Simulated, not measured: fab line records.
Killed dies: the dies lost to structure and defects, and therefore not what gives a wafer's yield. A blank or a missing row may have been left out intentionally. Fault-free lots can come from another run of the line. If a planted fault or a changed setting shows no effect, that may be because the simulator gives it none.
Which tool did it? ; flow n5Finfet ; 72 wafers from 24 lots sampled at 6 of the route's 1938 steps

== WHAT THE GAUGES READ, wafer by wafer ==
N5_BEOL_M11_RS_MEAS_57: measures by four-point-probe. Usual: for M11_RS the level is 0.151 ohm/sq and the standard deviation is 0.0041.
lot;measured;on;M11_RS (ohm/sq);flag
L074;day 10 22:00;filmMetro-01;0.144 0.146 0.145;
L076;day 10 23:18;filmMetro-01;0.157 0.154 0.159;
L077;day 11 13:51;filmMetro-01;0.151 0.153 0.149;
L075;day 11 17:50;filmMetro-01;0.151 0.146 0.158;
L079;day 11 23:07;filmMetro-02;0.159 0.146 0.158;
L078;day 11 23:35;filmMetro-02;0.149 0.148 0.150;
L082;day 12 20:11;filmMetro-02;0.152 0.150 0.146;
L080;day 12 20:17;filmMetro-01;0.154 0.156 0.151;
L083;day 12 20:29;filmMetro-02;0.150 0.152 0.151;
L085;day 13 00:26;filmMetro-01;0.148 0.149 0.147;
L081;day 13 00:43;filmMetro-01;0.146 0.154 0.152;
L084;day 14 02:31;filmMetro-01;0.153 0.148 0.147;
L087;day 14 14:34;filmMetro-01;0.152 0.153 0.148;
L086;day 14 17:08;filmMetro-01;0.153 0.157 0.154;
L088;day 14 17:24;filmMetro-02;0.147 0.147 0.146;
L089;day 14 19:17;filmMetro-02;0.158 0.154 0.157;
L090;day 15 01:30;filmMetro-01;0.156 0.151 0.147;
L091;day 15 06:23;filmMetro-01;0.154 0.152 0.152;
L092;day 15 22:17;filmMetro-02;0.148 0.147 0.156;
L093;day 15 23:51;filmMetro-02;0.149 0.146 0.147;
L094;day 16 02:43;filmMetro-01;0.158 0.150 0.158;
L095;day 16 08:14;filmMetro-01;0.147 0.155 0.151;
L096;day 16 23:04;filmMetro-02;0.152 0.156 0.158;
L097;day 17 07:47;filmMetro-01;0.145 0.148 0.150;

N5_BEOL_M12_CD_MEAS_10: target cd 140 nm. Usual: 140.5 nm for cdNm, sd 1.9.
lot;measured;on;cdNm (nm);flag
L074;day 10 22:29;cdSem-03;139.6 138.5 138.2;
L076;day 10 23:48;cdSem-01;140.1 137.9 139.1;
L077;day 11 14:28;cdSem-03;139.9 140.3 135.7;
L075;day 11 18:31;cdSem-01;141.3 141.7 140.2;
L079;day 11 23:47;cdSem-03;143.0 141.7 143.6;
L078;day 12 00:05;cdSem-02;142.4 143.4 143.5;
L082;day 12 20:41;cdSem-01;140.3 139.4 139.0;
L080;day 12 20:47;cdSem-03;139.4 138.0 138.4;
L083;day 12 20:59;cdSem-02;142.2 140.1 138.1;
L085;day 13 01:03;cdSem-01;142.4 141.6 141.4;
L081;day 13 01:13;cdSem-03;139.8 140.6 140.0;
L084;day 14 03:08;cdSem-02;140.0 139.4 138.5;
L087;day 14 15:12;cdSem-01;141.3 141.5 140.1;
L086;day 14 17:49;cdSem-02;142.4 141.6 138.6;
L088;day 14 18:01;cdSem-03;138.2 140.8 141.8;
L089;day 14 19:46;cdSem-02;142.5 142.2 143.3;
L090;day 15 02:07;cdSem-01;139.9 139.3 141.0;
L091;day 15 06:53;cdSem-02;137.2 141.0 140.0;
L092;day 15 22:54;cdSem-01;143.7 143.5 142.7;
L093;day 16 00:28;cdSem-01;138.8 139.2 135.6;
L094;day 16 03:21;cdSem-01;142.5 141.8 143.3;
L095;day 16 08:53;cdSem-02;141.2 143.4 141.0;
L096;day 16 23:44;cdSem-01;142.2 141.3 141.7;
L097;day 17 08:28;cdSem-02;140.5 140.2 137.5;

N5_BEOL_M12_OVL_MEAS_11. Usual: for V11_OVL the level is -1 nm and the standard deviation is 4.8.
lot;measured;on;V11_OVL (nm);flag
L074;day 10 22:31;overlay-01;2 1 -2;
L076;day 10 23:49;overlay-01;6 1 4;
L077;day 11 14:30;overlay-02;-6 -2 4;
L075;day 11 18:32;overlay-01;0 -2 2;
L079;day 11 23:49;overlay-01;1 4 -2;
L078;day 12 00:07;overlay-01;1 -3 -3;
L082;day 12 20:43;overlay-01;1 -4 -2;
L080;day 12 20:49;overlay-01;-1 5 -2;
L083;day 12 21:01;overlay-01;-10 -7 -1;
L085;day 13 01:05;overlay-01;3 -5 0;
L081;day 13 01:15;overlay-01;-9 -2 -4;
L084;day 14 03:10;overlay-01;-4 -1 -7;
L087;day 14 15:14;overlay-02;-2 -5 -9;
L086;day 14 17:50;overlay-01;-5 -6 -7;
L088;day 14 18:03;overlay-02;-3 -3 -3;
L089;day 14 19:48;overlay-02;-3 -3 -8;
L090;day 15 02:09;overlay-02;-3 1 -6;
L091;day 15 06:55;overlay-02;-1 -9 -5;
L092;day 15 22:56;overlay-01;-1 1 -4;
L093;day 16 00:30;overlay-01;6 5 8;
L094;day 16 03:22;overlay-02;1 4 8;
L095;day 16 08:55;overlay-01;11 1 7;
L096;day 16 23:46;overlay-02;8 12 8;
L097;day 17 08:29;overlay-01;3 -3 -6;

N5_BEOL_M12_THK_MEAS_50: measures by xrf. Usual: for M12_THK the level is 325 nm and the standard deviation is 4.8.
lot;measured;on;M12_THK (nm);flag
L074;day 11 02:41;filmMetro-01;327 324 326;
L076;day 11 03:01;filmMetro-01;325 326 329;
L077;day 11 18:17;filmMetro-01;339 329 337;
L075;day 11 23:11;filmMetro-01;333 332 328;
L079;day 12 05:25;filmMetro-02;323 329 331;
L078;day 12 06:46;filmMetro-01;325 327 324;
L082;day 13 00:46;filmMetro-01;331 328 323;
L080;day 13 01:09;filmMetro-02;316 323 316;
L083;day 13 01:24;filmMetro-01;315 323 319;
L085;day 13 06:11;filmMetro-02;320 319 320;
L081;day 13 06:36;filmMetro-02;314 325 317;
L084;day 14 06:56;filmMetro-02;326 325 323;
L087;day 14 20:33;filmMetro-01;324 324 323;
L086;day 14 21:18;filmMetro-02;324 324 323;
L088;day 14 21:27;filmMetro-02;324 321 323;
L089;day 15 00:07;filmMetro-02;322 323 320;
L090;day 15 09:30;filmMetro-01;329 326 331;
L091;day 15 12:05;filmMetro-02;324 323 327;
L092;day 16 04:18;filmMetro-02;327 320 330;
L093;day 16 06:34;filmMetro-01;320 330 328;
L094;day 16 08:55;filmMetro-01;326 326 322;
L095;day 16 14:49;filmMetro-01;320 321 326;
L096;day 17 03:49;filmMetro-01;323 324 324;
L097;day 17 14:49;filmMetro-02;320 325 331;

== WHAT TOOL EACH LOT RAN ON (gives the tool, then ch and the chambers of the sampled wafers, and finally the start) ==
lot;N5_BEOL_M12_VIA_ETCH_16;N5_BEOL_M12_DEGAS_41
L074;rieDiel-04 ch 0,2,3, day 10 22:40;pvdSputter-01, day 11 01:35
L076;rieDiel-02 ch 0,2,3, day 11 00:01;pvdSputter-01, day 11 01:54
L077;rieDiel-04 ch 0,2, day 11 14:41;pvdSputter-01, day 11 17:11
L075;rieDiel-03 ch 1,3, day 11 18:47;pvdSputter-03, day 11 21:52
L079;rieDiel-04 ch 1,2,3, day 12 00:03;pvdSputter-01, day 12 03:48
L078;rieDiel-04 ch 1,3, day 12 00:16;pvdSputter-03, day 12 05:40
L082;rieDiel-02 ch 0,2,3, day 12 20:52;pvdSputter-02, day 12 23:28
L080;rieDiel-03 ch 0,1, day 12 20:57;pvdSputter-03, day 12 23:55
L083;rieDiel-04 ch 1,2,3, day 12 21:09;pvdSputter-02, day 12 23:59
L085;rieDiel-03 ch 0,1,3, day 13 01:14;pvdSputter-01, day 13 04:50
L081;rieDiel-02 ch 0,2,3, day 13 01:23;pvdSputter-03, day 13 05:16
L084;rieDiel-04 ch 2,3, day 14 03:19;pvdSputter-02, day 14 05:50
L087;rieDiel-04 ch 0,1,2, day 14 15:22;pvdSputter-03, day 14 19:27
L086;rieDiel-04 ch 0,1,3, day 14 18:00;pvdSputter-03, day 14 20:13
L088;rieDiel-02 ch 0,1,2, day 14 18:12;pvdSputter-01, day 14 20:21
L089;rieDiel-03 ch 0,1,3, day 14 20:02;pvdSputter-01, day 14 23:02
L090;rieDiel-04 ch 0,1,3, day 15 02:30;pvdSputter-03, day 15 07:58
L091;rieDiel-04 ch 0,2,3, day 15 07:04;pvdSputter-03, day 15 10:59
L092;rieDiel-02 ch 2,3, day 15 23:04;pvdSputter-01, day 16 03:13
L093;rieDiel-04 ch 1,2,3, day 16 00:39;pvdSputter-01, day 16 05:01
L094;rieDiel-03 ch 2,3, day 16 03:37;pvdSputter-02, day 16 07:40
L095;rieDiel-04 ch 1,2,3, day 16 09:05;pvdSputter-02, day 16 13:11
L096;rieDiel-03 ch 0,1,2, day 16 23:55;pvdSputter-01, day 17 02:43
L097;rieDiel-02 ch 2,3, day 17 08:38;pvdSputter-01, day 17 13:41
- N5_BEOL_M12_VIA_ETCH_16: etches SiOC in C4F8/O2/Ar, target depth 724.8 nm.
- N5_BEOL_M12_DEGAS_41: time 60 s.

== AS READ BY THE TOOLS THEMSELVES (means over the sampled wafers that have a number; for cases with no such wafer, the mark the record gives instead) ==
N5_BEOL_M12_VIA_ETCH_16. Usual: drypumpMotorCurrentA 5.8 A, standard deviation 0.43; heOuterTorr 30.01 Torr, standard deviation 0.057; oesProductAu 0.75 a.u., standard deviation 0.053; rfVppV 665 V, standard deviation 3.1; showerheadPlenumPTorr 3.39 Torr, standard deviation 0.1; throttleValvePct 24.21 %, standard deviation 0.18.
lot;tool;drypumpMotorCurrentA (A);heOuterTorr (Torr);oesProductAu (a.u.);rfVppV (V);showerheadPlenumPTorr (Torr);throttleValvePct (%);flag
L074;rieDiel-04;5.9;29.97;0.78;665;3.42;24.22;
L076;rieDiel-02;5.6;30.03;0.79;667;3.48;24.11;
L077;rieDiel-04;5.4;29.95;0.71;664;3.34;24.36;
L075;rieDiel-03;5.4;30.00;0.68;662;3.28;24.40;
L079;rieDiel-04;6.2;30.04;0.78;665;3.42;24.08;
L078;rieDiel-04;6.2;30.05;0.82;666;3.44;24.16;
L082;rieDiel-02;5.5;29.96;0.77;667;3.47;24.13;
L080;rieDiel-03;5.5;30.01;0.79;663;3.33;24.31;
L083;rieDiel-04;6.1;29.99;0.76;665;3.42;24.10;
L085;rieDiel-03;5.4;29.98;0.73;662;3.30;24.37;
L081;rieDiel-02;5.6;29.97;0.77;667;3.47;24.14;
L084;rieDiel-04;6.2;29.95;0.74;666;3.44;24.06;
L087;rieDiel-04;5.7;30.04;0.71;663;3.34;24.23;
L086;rieDiel-04;5.8;29.98;0.74;664;3.36;24.31;
L088;rieDiel-02;5.9;30.06;0.74;664;3.36;24.19;
L089;rieDiel-03;5.4;29.96;0.72;662;3.29;24.38;
L090;rieDiel-04;5.8;30.03;0.74;663;3.36;24.32;
L091;rieDiel-04;5.9;30.01;0.72;664;3.40;24.28;
L092;rieDiel-02;5.5;29.99;0.74;668;3.50;24.15;
L093;rieDiel-04;6.1;29.96;0.72;666;3.40;24.13;
L094;rieDiel-03;5.6;29.98;0.77;665;3.41;24.17;
L095;rieDiel-04;6.1;29.95;0.72;665;3.40;24.14;
L096;rieDiel-03;5.6;30.06;0.74;663;3.31;24.35;
L097;rieDiel-02;5.6;30.00;0.73;669;3.49;24.16;

N5_BEOL_M12_DEGAS_41. Usual: 339 W for heaterPowerW, sd 44.
lot;tool;heaterPowerW (W);flag
L074;pvdSputter-01;366;
L076;pvdSputter-01;359;
L077;pvdSputter-01;317;
L075;pvdSputter-03;301;
L079;pvdSputter-01;344;
L078;pvdSputter-03;345;
L082;pvdSputter-02;334;
L080;pvdSputter-03;320;
L083;pvdSputter-02;335;
L085;pvdSputter-01;396;
L081;pvdSputter-03;302;
L084;pvdSputter-02;338;
L087;pvdSputter-03;304;
L086;pvdSputter-03;326;
L088;pvdSputter-01;373;
L089;pvdSputter-01;370;
L090;pvdSputter-03;344;
L091;pvdSputter-03;294;
L092;pvdSputter-01;345;
L093;pvdSputter-01;340;
L094;pvdSputter-02;334;
L095;pvdSputter-02;326;
L096;pvdSputter-01;377;
L097;pvdSputter-01;342;

== THE ANSWER, worked out from the rows above alone ==
Rule: take the mean of a lot's wafers that have a number; if it is more than 3 standard deviations from the usual mean, the lot is off. A lot without any number at a reading at which 4 lots or more have one is off too. Where the step has rows for the other lots, those lots are counted as sound. After the gauges, taken in route order, come the tools' own readings; for these a lot's mean is taken, as printed above. The first step at which some lot is off is used, and at that step the reading that is off furthest; a lot without a number counts as furthest.
Nothing can be told from this: no lot is off at any reading shown.

== WHAT WAS PUT IN BY THE SIMULATOR ==
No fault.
